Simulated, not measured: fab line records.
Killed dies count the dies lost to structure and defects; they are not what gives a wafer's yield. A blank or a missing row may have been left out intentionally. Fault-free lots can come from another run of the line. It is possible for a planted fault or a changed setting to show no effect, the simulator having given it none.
Struck lot and sound lot, side by side	flow nand_harc	15 out of 1159 route steps
Sound: wafers L899.3, L899.4, L899.6. Struck: wafers L908.2, L908.6 (left out: L908.1, a lot-mate that was not struck); the cause follows at the end.
Order at every step that has rows: each side's tool, ch and its chambers, its first start. Under that, the readings that differ: sound wafers	struck wafers	difference of the means	sigmas: that difference in standard deviations of wafers without a fault.
alike: a reading whose means differ by less than 2 such deviations, as well as words and numbers matching on both sides. not compared: withheld readings; readings where some wafer has no value; bounds like >300 that might hide an equal value; numbers whose values overlap and for which the record gives no deviation.
The two part at a step that has a row with sigmas, a row that says differs or no value, or rows on one side only. When numbers do not overlap yet have no deviation, they are printed without sigmas and do not part them. A reading that every wafer of one side lacks parts them only if that side has two wafers or more.

first, 8 steps without rows for these wafers: NHARC_A_CONTACT_COAT_61 (time 75 s); NHARC_A_CONTACT_COAT_62 (time 65 s); NHARC_A_CONTACT_COAT_63 (resist thk 90 nm); NHARC_A_CONTACT_SOFTBAKE_64 (time 55 s); NHARC_A_CONTACT_EBR_65; NHARC_A_CONTACT_EXPOSE_66 (exposes mask A CC 2); NHARC_A_CONTACT_PEB_67 (peb time 65 s); NHARC_A_CONTACT_DEVELOP_68 (develop time 35 s).
NHARC_A_CONTACT_CD_MEAS_69: target cd 200 nm.
  sound on cd_sem-01 ch 0, day 17 12:03; struck on cd_sem-02 ch 0, day 20 04:19
  alike: cd_nm
NHARC_A_CONTACT_OVL_MEAS_70:
  sound on overlay-02 at day 17 12:08; struck on overlay-01 at day 20 04:23
  alike: overlay_x_nm, overlay_y_nm
NHARC_A_CONTACT_INSPECT_71:
  sound on defect_inspect-01 at day 17 12:10; struck on defect_inspect-01 at day 20 04:26
  alike: raw_defect_count
NHARC_A_CONTACT_DESCUM_74: chemistry O2, time 3 s.
  sound on rie_diel-08 ch 1,3, day 17 12:14; struck on rie_diel-06 ch 0,2, day 20 04:29
  alike: drypump_motor_current_A, o2_flow_sccm, oes_product_au, rf_vpp_V, showerhead_plenum_p_Torr, throttle_valve_pct
  not compared: rf_hours_counter_h
NHARC_A_CONTACT_ETCH_75: etches the open film in CF4, target depth 39 nm, time 65 s.
  sound on rie_diel-08 ch 1,2,3, day 17 12:19; struck on rie_diel-06 ch 2, day 20 04:35
reading	sound	struck	difference	sigmas
run_length_s (s)	86.8 86.9 86.7	70.7 71.6	-15.6	-29
  alike: cf4_flow_sccm, drypump_motor_current_A, oes_product_au, rf_vpp_V, showerhead_plenum_p_Torr, throttle_valve_pct
  not compared: rf_hours_counter_h
NHARC_A_CONTACT_ETCH_76: etches the open film in N2/H2, target depth 260 nm, time 475.3 s.
  sound: rie_diel-08 ch 2,3; struck: rie_diel-06 ch 2,3
  alike: drypump_motor_current_A, oes_product_au, rf_vpp_V, run_length_s, showerhead_plenum_p_Torr, throttle_valve_pct
  not compared: rf_hours_counter_h
-- the record jumps here: 3 days lie between the struck wafers' starts before and after (it left off in module A_CONTACT and takes up again in module END, whose first step shown is number 1159 of the route) --
NHARC_END_SORT_01:
  sound on prober-02 ch 0, day 20 05:31; struck on prober-01 ch 0, day 22 21:52
  alike: killed_at_array, killed_at_other, killed_at_periphery, killed_dies, killed_open, killed_short

== WHERE THEY PART ==
At NHARC_A_CONTACT_ETCH_75 and nowhere else, as far as this record goes. Later steps at which nothing parts them and some readings are alike: NHARC_A_CONTACT_ETCH_76, NHARC_END_SORT_01.

WHY: what the simulator had put in
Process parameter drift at NHARC_A_CONTACT_ETCH_75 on rie_diel-06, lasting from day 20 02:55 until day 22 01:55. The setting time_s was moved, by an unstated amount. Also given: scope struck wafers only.
